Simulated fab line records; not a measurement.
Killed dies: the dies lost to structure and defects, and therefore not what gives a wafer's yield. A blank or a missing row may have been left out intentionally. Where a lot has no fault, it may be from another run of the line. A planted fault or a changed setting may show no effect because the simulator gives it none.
Which of the tools did it? / flow nand-harc / Sampling: 13 lots, 39 wafers, 5 of 1302 route steps

WHAT THE GAUGES READ, wafer by wafer
NHARC_END_SORT_01.
lot=L239; measured=day 28 06:03; on=prober-02; killed-at-array=58 54 106; killed-at-other=0 0 0; killed-at-periphery=6 4 4; killed-dies=64 58 110; killed-open=5 2 3; killed-short=3 3 1
lot=L241; measured=day 28 20:40; on=prober-02; killed-at-array=102 45 41; killed-at-other=0 0 2; killed-at-periphery=2 3 3; killed-dies=104 48 46; killed-open=0 4 5; killed-short=2 0 0

EACH LOT AND THE TOOL THAT RAN IT (in order: tool; ch and the chambers of the sampled wafers; start)
lot=L230; NHARC_A_STAIRCASE_STRIP_296=wet-bench-03 ch 4,6,7, day 17 02:10; NHARC_A_BONDPAD_ETCH_12=rie-diel-03 ch 0,2,3, day 23 09:55 or earlier; NHARC_A_BONDPAD_ANNEAL_28=rtp-anneal-02 ch 0, day 23 09:55; NHARC_THIN_TSV_PVD_51=pvd-sputter-01, no start
lot=L231; NHARC_A_STAIRCASE_STRIP_296=wet-bench-06 ch 3,4,5, day 17 10:26; NHARC_A_BONDPAD_ETCH_12=rie-diel-01 ch 0,1, day 23 21:05 or earlier; NHARC_A_BONDPAD_ANNEAL_28=rtp-anneal-01 ch 0, day 23 21:05; NHARC_THIN_TSV_PVD_51=pvd-sputter-02, no start
lot=L233; NHARC_A_STAIRCASE_STRIP_296=wet-bench-03 ch 3,4,7, day 17 23:37; NHARC_A_BONDPAD_ETCH_12=rie-diel-03 ch 1,2, day 24 06:08 or earlier; NHARC_A_BONDPAD_ANNEAL_28=rtp-anneal-01 ch 0, day 24 06:08; NHARC_THIN_TSV_PVD_51=pvd-sputter-02, no start
lot=L235; NHARC_A_STAIRCASE_STRIP_296=wet-bench-03 ch 1,2,5, day 18 10:53; NHARC_A_BONDPAD_ETCH_12=rie-diel-03 ch 1,2,3, day 24 03:21 or earlier; NHARC_A_BONDPAD_ANNEAL_28=rtp-anneal-02 ch 0, day 24 03:21; NHARC_THIN_TSV_PVD_51=pvd-sputter-02, no start
lot=L239; NHARC_A_STAIRCASE_STRIP_296=wet-bench-04 ch 1,5,7, day 20 15:38; NHARC_A_BONDPAD_ETCH_12=rie-diel-07 ch 0,1,3, day 27 00:26 or earlier; NHARC_A_BONDPAD_ANNEAL_28=rtp-anneal-02 ch 0, day 27 00:26; NHARC_THIN_TSV_PVD_51=pvd-sputter-03, day 28 06:03 or earlier
lot=L241; NHARC_A_STAIRCASE_STRIP_296=wet-bench-04 ch 2,6,7, day 21 10:16; NHARC_A_BONDPAD_ETCH_12=rie-diel-07 ch 0,1,2, day 27 14:38 or earlier; NHARC_A_BONDPAD_ANNEAL_28=rtp-anneal-02 ch 0, day 27 14:38; NHARC_THIN_TSV_PVD_51=pvd-sputter-01, day 28 20:40 or earlier
lot=L246; NHARC_A_STAIRCASE_STRIP_296=wet-bench-06 ch 3,4,5, day 23 17:01; NHARC_A_BONDPAD_ETCH_12=rie-diel-01 ch 0,1, day 29 21:47 or earlier; NHARC_A_BONDPAD_ANNEAL_28=rtp-anneal-01 ch 0, day 29 21:47; NHARC_THIN_TSV_PVD_51=pvd-sputter-01, no start
lot=L248; NHARC_A_STAIRCASE_STRIP_296=wet-bench-06 ch 1,2,3, day 24 02:26; NHARC_A_BONDPAD_ETCH_12=rie-diel-03 ch 1,3, day 30 19:46 or earlier; NHARC_A_BONDPAD_ANNEAL_28=rtp-anneal-02 ch 0, day 30 19:46; NHARC_THIN_TSV_PVD_51=pvd-sputter-03, no start
lot=L247; NHARC_A_STAIRCASE_STRIP_296=wet-bench-06 ch 1,3,4, day 24 03:31; NHARC_A_BONDPAD_ETCH_12=rie-diel-03 ch 0,2,3, day 30 10:45 or earlier; NHARC_A_BONDPAD_ANNEAL_28=rtp-anneal-02 ch 0, day 30 10:45; NHARC_THIN_TSV_PVD_51=pvd-sputter-03, no start
lot=L250; NHARC_A_STAIRCASE_STRIP_296=wet-bench-03 ch 1,2,7, day 24 18:55; NHARC_A_BONDPAD_ETCH_12=rie-diel-01 ch 0,1,3, day 31 02:10 or earlier; NHARC_A_BONDPAD_ANNEAL_28=rtp-anneal-02 ch 0, day 31 02:10; NHARC_THIN_TSV_PVD_51=pvd-sputter-03, no start
lot=L249; NHARC_A_STAIRCASE_STRIP_296=wet-bench-04 ch 0,2,3, day 25 00:22; NHARC_A_BONDPAD_ETCH_12=rie-diel-01 ch 2,3, day 31 03:56 or earlier; NHARC_A_BONDPAD_ANNEAL_28=rtp-anneal-01 ch 0, day 31 03:56; NHARC_THIN_TSV_PVD_51=pvd-sputter-02, no start
lot=L252; NHARC_A_STAIRCASE_STRIP_296=wet-bench-04 ch 0,5,6, day 25 15:10; NHARC_A_BONDPAD_ETCH_12=rie-diel-03 ch 0,1,2, day 32 03:29 or earlier; NHARC_A_BONDPAD_ANNEAL_28=rtp-anneal-01 ch 0, day 32 03:29; NHARC_THIN_TSV_PVD_51=pvd-sputter-02, no start
lot=L251; NHARC_A_STAIRCASE_STRIP_296=wet-bench-04 ch 0,2,7, day 26 05:36; NHARC_A_BONDPAD_ETCH_12=rie-diel-01 ch 1,2,3, day 33 06:13 or earlier; NHARC_A_BONDPAD_ANNEAL_28=rtp-anneal-02 ch 0, day 33 06:13; NHARC_THIN_TSV_PVD_51=pvd-sputter-02, no start
- NHARC_A_STAIRCASE_STRIP_296: strips in SPM, time 900 s.
- NHARC_A_BONDPAD_ETCH_12: etches the open film in CHF3/O2, target depth 220 nm, time 110 s.
- NHARC_A_BONDPAD_ANNEAL_28: time 90 s.
- NHARC_THIN_TSV_PVD_51: deposits Cu, target thk 100 nm.

AS READ BY THE TOOLS THEMSELVES (means over the sampled wafers that have a number; for cases with no such wafer, the mark the record gives instead)
NHARC_A_STAIRCASE_STRIP_296.
lot=L230; tool=wet-bench-03; bath-heat-duty-pct (%)=15.9
lot=L231; tool=wet-bench-06; bath-heat-duty-pct (%)=15.4
lot=L233; tool=wet-bench-03; bath-heat-duty-pct (%)=14.7
lot=L235; tool=wet-bench-03; bath-heat-duty-pct (%)=15.8
lot=L239; tool=wet-bench-04; bath-heat-duty-pct (%)=14.6
lot=L241; tool=wet-bench-04; bath-heat-duty-pct (%)=15.1
lot=L246; tool=wet-bench-06; bath-heat-duty-pct (%)=14.1
lot=L248; tool=wet-bench-06; bath-heat-duty-pct (%)=14.1
lot=L247; tool=wet-bench-06; bath-heat-duty-pct (%)=13.7
lot=L250; tool=wet-bench-03; bath-heat-duty-pct (%)=14.4
lot=L249; tool=wet-bench-04; bath-heat-duty-pct (%)=14.2
lot=L252; tool=wet-bench-04; bath-heat-duty-pct (%)=12.9
lot=L251; tool=wet-bench-04; bath-heat-duty-pct (%)=14.4

NHARC_A_BONDPAD_ETCH_12.
lot=L230; tool=rie-diel-03; drypump-motor-current-A (A)=5.3; oes-product-au (a.u.)=0.974; rf-vpp-V (V)=371.0; showerhead-plenum-p-Torr (Torr)=2.37; throttle-valve-pct (%)=20.569
lot=L231; tool=rie-diel-01; drypump-motor-current-A (A)=6.1; oes-product-au (a.u.)=0.925; rf-vpp-V (V)=370.1; showerhead-plenum-p-Torr (Torr)=2.41; throttle-valve-pct (%)=20.570
lot=L233; tool=rie-diel-03; drypump-motor-current-A (A)=5.2; oes-product-au (a.u.)=0.962; rf-vpp-V (V)=369.2; showerhead-plenum-p-Torr (Torr)=2.35; throttle-valve-pct (%)=20.575
lot=L235; tool=rie-diel-03; drypump-motor-current-A (A)=5.2; oes-product-au (a.u.)=0.957; rf-vpp-V (V)=370.7; showerhead-plenum-p-Torr (Torr)=2.40; throttle-valve-pct (%)=20.573
lot=L239; tool=rie-diel-07; drypump-motor-current-A (A)=6.1; oes-product-au (a.u.)=0.925; rf-vpp-V (V)=369.9; showerhead-plenum-p-Torr (Torr)=2.38; throttle-valve-pct (%)=20.578
lot=L241; tool=rie-diel-07; drypump-motor-current-A (A)=6.0; oes-product-au (a.u.)=0.922; rf-vpp-V (V)=369.6; showerhead-plenum-p-Torr (Torr)=2.40; throttle-valve-pct (%)=20.572
lot=L246; tool=rie-diel-01; drypump-motor-current-A (A)=6.1; oes-product-au (a.u.)=0.934; rf-vpp-V (V)=370.5; showerhead-plenum-p-Torr (Torr)=2.40; throttle-valve-pct (%)=20.575
lot=L248; tool=rie-diel-03; drypump-motor-current-A (A)=5.5; oes-product-au (a.u.)=0.963; rf-vpp-V (V)=371.4; showerhead-plenum-p-Torr (Torr)=2.44; throttle-valve-pct (%)=20.579
lot=L247; tool=rie-diel-03; drypump-motor-current-A (A)=5.3; oes-product-au (a.u.)=0.952; rf-vpp-V (V)=369.4; showerhead-plenum-p-Torr (Torr)=2.37; throttle-valve-pct (%)=20.568
lot=L250; tool=rie-diel-01; drypump-motor-current-A (A)=5.8; oes-product-au (a.u.)=0.935; rf-vpp-V (V)=369.9; showerhead-plenum-p-Torr (Torr)=2.36; throttle-valve-pct (%)=20.565
lot=L249; tool=rie-diel-01; drypump-motor-current-A (A)=5.6; oes-product-au (a.u.)=0.941; rf-vpp-V (V)=370.2; showerhead-plenum-p-Torr (Torr)=2.34; throttle-valve-pct (%)=20.573
lot=L252; tool=rie-diel-03; drypump-motor-current-A (A)=5.6; oes-product-au (a.u.)=0.960; rf-vpp-V (V)=369.9; showerhead-plenum-p-Torr (Torr)=2.37; throttle-valve-pct (%)=20.573
lot=L251; tool=rie-diel-01; drypump-motor-current-A (A)=5.5; oes-product-au (a.u.)=0.927; rf-vpp-V (V)=370.4; showerhead-plenum-p-Torr (Torr)=2.39; throttle-valve-pct (%)=20.569

NHARC_A_BONDPAD_ANNEAL_28.
lot=L230 tool=rtp-anneal-02 wafer_temp_C_max=226.8
lot=L231 tool=rtp-anneal-01 wafer_temp_C_max=226.2
lot=L233 tool=rtp-anneal-01 wafer_temp_C_max=226.1
lot=L235 tool=rtp-anneal-02 wafer_temp_C_max=226.3
lot=L239 tool=rtp-anneal-02 wafer_temp_C_max=226.6
lot=L241 tool=rtp-anneal-02 wafer_temp_C_max=226.5
lot=L246 tool=rtp-anneal-01 wafer_temp_C_max=226.2
lot=L248 tool=rtp-anneal-02 wafer_temp_C_max=226.2
lot=L247 tool=rtp-anneal-02 wafer_temp_C_max=226.4
lot=L250 tool=rtp-anneal-02 wafer_temp_C_max=226.6
lot=L249 tool=rtp-anneal-01 wafer_temp_C_max=226.6
lot=L252 tool=rtp-anneal-01 wafer_temp_C_max=226.1
lot=L251 tool=rtp-anneal-02 wafer_temp_C_max=226.5

NHARC_THIN_TSV_PVD_51.
lot=L230; tool=pvd-sputter-01; throttle-valve-pct (%)=29.5
lot=L231; tool=pvd-sputter-02; throttle-valve-pct (%)=29.1
lot=L233; tool=pvd-sputter-02; throttle-valve-pct (%)=29.4
lot=L235; tool=pvd-sputter-02; throttle-valve-pct (%)=29.7
lot=L239; tool=pvd-sputter-03; throttle-valve-pct (%)=31.1
lot=L241; tool=pvd-sputter-01; throttle-valve-pct (%)=28.9
lot=L246; tool=pvd-sputter-01; throttle-valve-pct (%)=30.0
lot=L248; tool=pvd-sputter-03; throttle-valve-pct (%)=30.4
lot=L247; tool=pvd-sputter-03; throttle-valve-pct (%)=30.7
lot=L250; tool=pvd-sputter-03; throttle-valve-pct (%)=31.4
lot=L249; tool=pvd-sputter-02; throttle-valve-pct (%)=30.1
lot=L252; tool=pvd-sputter-02; throttle-valve-pct (%)=31.2
lot=L251; tool=pvd-sputter-02; throttle-valve-pct (%)=30.8

THE ANSWER, worked out from the rows above alone
Rule: the usual values come from the lots themselves. The widest of any qualifying gaps counts: lots, ordered by their means at a reading, are off when they make up no more than a third of the lots, leave a main group of 4 or more, and stand apart from it by 3 or more times the standard deviation of that group's means. A main group whose means are all the same, to the digits that the tables above print for the reading, isn't used. Also off: a lot with no number at a reading for which 4 or more lots have one. All remaining lots with rows at the step are treated as sound. Order of review: gauges by route order, followed by the tools' own readings, for which a lot's mean as printed above is used. The first step at which some lot is off is used, and at that step the reading that is off furthest; a lot without a number counts as furthest.
No lot is off at any reading shown: from this, nothing can be told.

WHAT THE SIMULATOR HAD PUT IN
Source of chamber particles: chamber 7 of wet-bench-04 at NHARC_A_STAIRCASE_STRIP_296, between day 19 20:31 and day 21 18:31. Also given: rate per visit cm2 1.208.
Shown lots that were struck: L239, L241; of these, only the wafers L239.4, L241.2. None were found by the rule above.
